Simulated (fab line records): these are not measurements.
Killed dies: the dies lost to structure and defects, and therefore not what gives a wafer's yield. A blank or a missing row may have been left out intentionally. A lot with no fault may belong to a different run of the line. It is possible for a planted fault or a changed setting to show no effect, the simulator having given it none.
A struck lot beside a sound one | flow n5Finfet | 39 steps out of a route of 1938
Sound: the wafers L694.1, L694.2, L694.6. Struck: wafer L700.1; the same lot's L700.3 was not struck, so it is left out; see the end for the cause.
Order at every step that has rows: each side's tool, ch and its chambers, its first start. Under that, the readings that differ: sound wafers | struck wafers | difference of the means | sigmas: that difference in standard deviations of wafers without a fault.
alike: readings whose means differ by less than 2 such deviations, and words and numbers that are the same on both sides. not compared: withheld readings, readings that some wafer has no value for, bounds like >300 that may hide the same value, and numbers for which the record gives no deviation and whose values overlap.
A row with sigmas, a row that says differs or no value, or rows on one side alone: a step with any of these is where the two part. When numbers do not overlap yet have no deviation, they are printed without sigmas and do not part them. A reading that every wafer of one side lacks parts them only if that side has two wafers or more.

first, 11 steps without rows for these wafers: N5_STI_FIN_REVEAL_DENSIFY_30; N5_STI_FIN_REVEAL_ETCHBACK_08 (etches SiO2 in C4F6/O2, target depth 30.5 nm, time 10.167 s); N5_STI_FIN_REVEAL_STRIP_24 (strips in N2/H2, time 90 s); N5_STI_FIN_REVEAL_PRECLEAN_25 (cleans in SPM, time 90 s); N5_STI_FIN_REVEAL_PRECLEAN_26 (cleans in SC1, time 45 s); N5_STI_FIN_REVEAL_PRECLEAN_29 (cleans in DHF, time 30 s); N5_STI_FIN_REVEAL_SRD_12 (time 30 s); N5_STI_FIN_REVEAL_RECESS_09 (chemistry HF/NH3, target SiO2, afs cycles 11, target depth 42.5 nm, sublimation time 60 s); N5_STI_FIN_REVEAL_STRIP_16 (strips SiNx in H3PO4, target depth 23.8 nm); N5_STI_FIN_REVEAL_PRECLEAN_17 (cleans in NF3:NH3, afs cycles 1, time 20 s, sublimation time 60 s); N5_STI_FIN_REVEAL_ETCH_34 (etches Si in H2, material Si, target depth 0.97 nm).
N5_STI_FIN_REVEAL_OXIDATION_31: chemistry O2 PLASMA REMOTE, time 20 s.
  sound on plasmaAsher-01 ch 0,1, day 5 08:01; struck on plasmaAsher-02 ch 1, day 6 19:32
reading                  | sound             | struck | difference | sigmas
drypumpMotorCurrentA (A) | 5.67 5.75 5.78    | 6.39   | +0.66      | +2
heaterPowerW (W)         | 132 131 134       | 167    | +35        | +2
tempCMax                 | 150.5 150.8 150.6 | 151.6  | +1.0       | +3
  not compared: rfHoursCounterH
then, 25 steps without rows for these wafers: N5_STI_FIN_REVEAL_PRECLEAN_32 (cleans in NF3:NH3, afs cycles 1, time 20 s, sublimation time 60 s); N5_STI_FIN_REVEAL_STRIP_35 (strips Si3N4 in H3PO4, target depth 4 nm, time 39 s); N5_STI_FIN_REVEAL_SRD_21 (time 30 s); N5_STI_FIN_REVEAL_OXIDATION_33 (chemistry O2 PLASMA REMOTE, time 20 s); N5_STI_FIN_REVEAL_CLEAN_19 (cleans in O3/DIW, time 120 s); N5_STI_FIN_REVEAL_SRD_23 (time 30 s); N5_STI_FIN_REVEAL_PRECLEAN_18 (cleans in SC2, time 45 s); N5_STI_FIN_REVEAL_SRD_28 (time 30 s); N5_DUMMY_GATE_PRECLEAN_00 (cleans in O3/DIW, time 60 s); N5_DUMMY_GATE_SRD_01 (time 30 s); N5_DUMMY_GATE_ALD_02 (deposits SiO2, target thk 2 nm, pulse time 1 s); N5_DUMMY_GATE_CVD_03 (deposits a-Si from SiH4, target thk 150 nm, time 8042 s); N5_DUMMY_GATE_PRECLEAN_46 (cleans in DIW, time 89.5 s); N5_DUMMY_GATE_SRD_47 (dry time 32 s); N5_DUMMY_GATE_CMP_04 (polishes a-Si); N5_DUMMY_GATE_HM_DEP_06 (deposits SiNx from DCS/NH3, target thk 80 nm, time 5141 s); N5_DUMMY_GATE_PECVD_30 (deposits SiO2 from TEOS/O2, target thk 55 nm, time 10.8 s); N5_DUMMY_GATE_COAT_34 (time 60 s, resist thk 60 nm); N5_DUMMY_GATE_COAT_35 (time 60 s, resist thk 10 nm); N5_DUMMY_GATE_COAT_28 (time 60 s, resist thk 10 nm); N5_DUMMY_GATE_COAT_09 (resist thk 30 nm); N5_DUMMY_GATE_EBR_11; N5_DUMMY_GATE_SOFTBAKE_10 (time 60 s); N5_DUMMY_GATE_EXPOSE_12 (exposes mask GATE, target cd 25 nm); N5_DUMMY_GATE_PEB_13 (peb time 60 s).
-- here the record skips 6 days between the struck wafers' starts before and after, leaving off in module DUMMY_GATE and picking up in module BEOL_M4 (first step shown: number 1111 of the route) --
N5_BEOL_M4_RC_MEAS_101:
  sound on prober-01 ch 0, day 11 03:30; struck on prober-01 ch 0, day 12 15:10
reading             | sound                     | struck   | difference | sigmas
DIBL_N (mV/V)       | 35.9 34.1 35.0            | 38.9     | +3.9       | +3
DIBL_P (mV/V)       | 35.8 33.1 33.9            | 41.1     | +6.8       | +5
IOFF_N (nA/um)      | 0.149 0.124 0.127         | 0.242    | +0.109     | +5
IOFF_N_85C (nA/um)  | 3.0 2.5 2.6               | 4.2      | +1.5       | +4
IOFF_N_LIN (nA/um)  | 0.070 0.058 0.060         | 0.115    | +0.052     | +6
IOFF_N_LONG (nA/um) | 5.18e-05 5.3e-05 5.28e-05 | 6.45e-05 | +1.20e-05  | +5
IOFF_P (nA/um)      | 0.209 0.167 0.177         | 0.262    | +0.078     | +3
IOFF_P_85C (nA/um)  | 3.7 3.0 3.2               | 4.3      | +1.0       | +2
IOFF_P_LIN (nA/um)  | 0.100 0.085 0.090         | 0.130    | +0.038     | +3
ION_N (uA/um)       | 669 648 655               | 706      | +49        | +5
ION_P (uA/um)       | 465 451 454               | 480      | +23        | +4
REXT_N (ohm.um)     | 75.5 74.2 74.9            | 70.6     | -4.3       | -3
SS_P (mV/dec)       | 72.5 72.4 72.1            | 75.4     | +3.1       | +5
VT_N (mV)           | 250.2 254.5 253.7         | 242.9    | -9.9       | -4
VT_N_LONG (mV)      | 274.7 277.9 274.0         | 271.5    | -4.0       | -2
VT_N_LVT (mV)       | 99 101 102                | 91       | -10        | -3
  alike: SS_N, VT_P
-- the record jumps here: 4 days lie between the struck wafers' starts before and after (it left off in module BEOL_M4 and takes up again in module PASSIVATION, whose first step shown is number 1936 of the route) --
N5_PASSIVATION_PROBE_49:
  sound on prober-01 at day 15 18:20; struck on prober-02 at day 17 01:13
reading          | sound   | struck | difference | sigmas
killedAtContacts | 9 21 17 | 29     | +13        | +2
  alike: defectLimitedYield, killed_at_M0_to_M3, killed_at_M4_up, killedAtFrontEnd, killedAtOther, killedDies, killedOpen, killedShort, sort_bin_5_function, sort_bin_6_memory, sortNPass, sortYieldPct
  not compared: sort_bin_4_leakage

## WHERE THEY PART
Last at N5_PASSIVATION_PROBE_49 as far as this record goes, first at N5_STI_FIN_REVEAL_OXIDATION_31.

WHY: what the simulator had put in
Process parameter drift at N5_STI_FIN_REVEAL_OXIDATION_31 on plasmaAsher-02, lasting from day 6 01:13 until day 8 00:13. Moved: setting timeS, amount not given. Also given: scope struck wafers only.
